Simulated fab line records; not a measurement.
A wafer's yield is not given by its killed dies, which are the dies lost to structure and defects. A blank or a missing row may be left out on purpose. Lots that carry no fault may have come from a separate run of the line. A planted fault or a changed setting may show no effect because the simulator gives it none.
Struck lot and sound lot, side by side / flow n5 finfet / 44 out of 1938 route steps
Sound: the wafers L414.1, L414.4, L414.6. Struck: wafers L415.3, L415.4, L415.6. The cause is given at the end.
Per side, at each step with rows, come the tool, then ch with its chambers, and then its first start. Under that, the readings that differ: sound wafers / struck wafers / difference of the means / sigmas: that difference in standard deviations of wafers without a fault.
alike: same words and numbers on both sides, and readings whose means sit less than 2 such deviations apart. not compared: any withheld reading, any reading some wafer has no value for, any bound like >300 that may hide the same value, and any number with overlapping values for which the record gives no deviation.
The two part at a step that has a row with sigmas, a row that says differs or no value, or rows on one side only. When numbers do not overlap yet have no deviation, they are printed without sigmas and do not part them. A reading missing from all wafers of one side parts the sides only when that side holds two or more wafers.

first, 11 steps without rows for these wafers: N5_BEOL_M4_DESCUM_33 (chemistry O2, time 7 s); N5_BEOL_M4_ETCH_77 (etches underlayer in N2/H2, target depth 6.5 nm, time 5.2 s); N5_BEOL_M4_ETCH_69 (etches SiARC in CF4, target depth 15.6 nm, time 26 s); N5_BEOL_M4_ALD_98 (deposits SiO2, target thk 2.5 nm, pulse time 1 s, co reactant pulse time 1 s); N5_BEOL_M4_ETCHBACK_99 (etches SiO2 in CHF3, target depth 5 nm, time 10.4 s); N5_BEOL_M4_ETCH_70 (etches SOC in N2/H2, target depth 80 nm, overetch 24 nm, time 130 s); N5_BEOL_M4_STRIP_71 (strips in N2/H2); N5_BEOL_M4_STRIP_78 (strips in N2/H2); N5_BEOL_M4_VIA_ETCH_34 (etches the open film in C4F6/O2, target depth 69.4 nm, time 65.9 s); N5_BEOL_M4_STRIP_83 (strips in C4F6/O2); N5_BEOL_M4_STRIP_36 (strips in N2/H2).
N5_BEOL_M4_TRENCH_ETCH_37: etches SiOC in C4F6/O2, target depth 55.555 nm, time 29.2 s.
  sound on rie diel-02 ch 2,3, day 8 13:14; struck on rie diel-02 ch 1,2, day 9 02:00
reading=rf fwd power W (W); sound=353.8 349.3 351.0; struck=264.4 267.5 264.9; difference=-85.8; sigmas=-48
reading=rf vpp V (V); sound=655 673 672; struck=773 777 774; difference=+108; sigmas=+10
reading=model.BEOL_M4.feature depth nm (nm); sound=56.2 55.6 55.8; struck=50.2 49.8 50.4; difference=-5.7; sigmas=
reading=model.etch.depth nm (nm); sound=56.11 55.61 55.74; struck=50.17 49.85 50.46; difference=-5.66; sigmas=
  alike: bias w, drypump motor current A, mfc ar sccm, oes product au, showerhead plenum p Torr, throttle valve pct
  not compared: rf hours counter h
then, 2 steps without rows for these wafers: N5_BEOL_M4_ETCH_41 (etches SiCN in CH3F/O2, target depth 29.9 nm, time 52.5 s); N5_BEOL_M4_STRIP_97 (strips in N2/H2, time 10 s).
N5_BEOL_M4_OCD_MEAS_38:
  sound: ocd-01 at day 8 13:23; struck: ocd-02 at day 9 02:09
reading=trench depth nm (nm); sound=56.0 55.8 55.6; struck=50.5 49.6 50.4; difference=-5.6; sigmas=-5
then, 25 steps without rows for these wafers: N5_BEOL_M4_HM_STRIP_39 (strips TiN in peroxide tin strip, target depth 25 nm, time 158 s); N5_BEOL_M4_SRD_40 (time 30 s); N5_BEOL_M4_PRECLEAN_42 (cleans in residue remover, time 60 s); N5_BEOL_M4_SRD_43 (time 30 s); N5_BEOL_M4_DEGAS_44 (time 60 s); N5_BEOL_M4_PRE_CLEAN_45 (time 30 s); N5_BEOL_M4_ALD_84 (deposits TaN, pulse time 2 s, purge time 3 s, co reactant purge time 2 s); N5_BEOL_M4_SURFACE_TREAT_85; N5_BEOL_M4_CVD_47 (deposits Co from CCTBA/H2, target thk 3 nm, time 223.8 s); N5_BEOL_M4_SPUTTER_48 (material Cu, target thk 4.5 nm, time 8.29 s); N5_BEOL_M4_ANNEAL_49 (time 240 s); N5_BEOL_M4_SPUTTER_79 (material Cu, target thk 4.5 nm, time 8.29 s); N5_BEOL_M4_ANNEAL_80 (time 240 s); N5_BEOL_M4_SPUTTER_81 (material Cu, target thk 4.5 nm, time 8.29 s); N5_BEOL_M4_ANNEAL_82 (time 240 s); N5_BEOL_M4_SPUTTER_86 (material Cu, target thk 4.5 nm, time 8.29 s); N5_BEOL_M4_ANNEAL_87 (time 240 s); N5_BEOL_M4_SPUTTER_88 (material Cu, target thk 4.5 nm, time 8.29 s); N5_BEOL_M4_ANNEAL_89 (time 240 s); N5_BEOL_M4_SPUTTER_90 (material Cu, target thk 4.5 nm, time 8.29 s); N5_BEOL_M4_ANNEAL_91 (time 240 s); N5_BEOL_M4_SPUTTER_92 (material Cu, target thk 4.5 nm, time 8.29 s); N5_BEOL_M4_ANNEAL_93 (time 240 s); N5_BEOL_M4_SPUTTER_94 (material Cu, target thk 4.5 nm, time 8.29 s); N5_BEOL_M4_ANNEAL_95 (time 240 s).
N5_BEOL_M4_CMP_52: polishes, stops on SiOC, t overpolish 6.8 s, target thk 40 nm.
  sound on cmp-03 ch 0,2, day 8 17:02; struck on cmp-03 ch 2,3, day 9 07:38
reading=model.Cu_of_BEOL_M4_ECD_50.thk nm (nm); sound=40.6 40.8 40.4; struck=33.8 34.4 34; difference=-6.5; sigmas=
  alike: barrier field endpoint s, motor current A, overpolish run s, retaining ring pressure frac, time to endpoint s
N5_BEOL_M4_THK_MEAS_53: measures by xrf.
  sound: film metro-01 at day 8 17:20; struck: film metro-01 at day 9 07:56
reading=M4_THK (nm); sound=41.2 41.5 41.1; struck=33.9 34.5 34.2; difference=-7.1; sigmas=-5
N5_BEOL_M4_RS_MEAS_58: uses a four-point probe to measure.
  sound: film metro-01 at day 8 17:36; struck: film metro-02 at day 9 08:11
reading=M4_RS (ohm/sq); sound=0.66 0.65 0.66; struck=0.83 0.81 0.82; difference=+0.16; sigmas=+5
N5_BEOL_M4_RC_MEAS_101:
  sound on prober-02 ch 0, day 8 17:39; struck on prober-02 ch 0, day 9 08:33
reading=SS_P (mV/dec); sound=75.0 73.4 73.7; struck=72.2 72.2 72.4; difference=-1.8; sigmas=-3
  alike: DIBL_N, DIBL_P, IOFF_N, IOFF_P, ION_N, ION_P, SS_N, VT_N, VT_P

== WHERE THEY PART ==
Last at N5_BEOL_M4_RC_MEAS_101 as far as this record goes, first at N5_BEOL_M4_TRENCH_ETCH_37.

WHY: the cause the simulator had injected
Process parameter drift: rie diel-02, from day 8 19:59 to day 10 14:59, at N5_BEOL_M4_TRENCH_ETCH_37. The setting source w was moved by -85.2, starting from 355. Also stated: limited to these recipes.
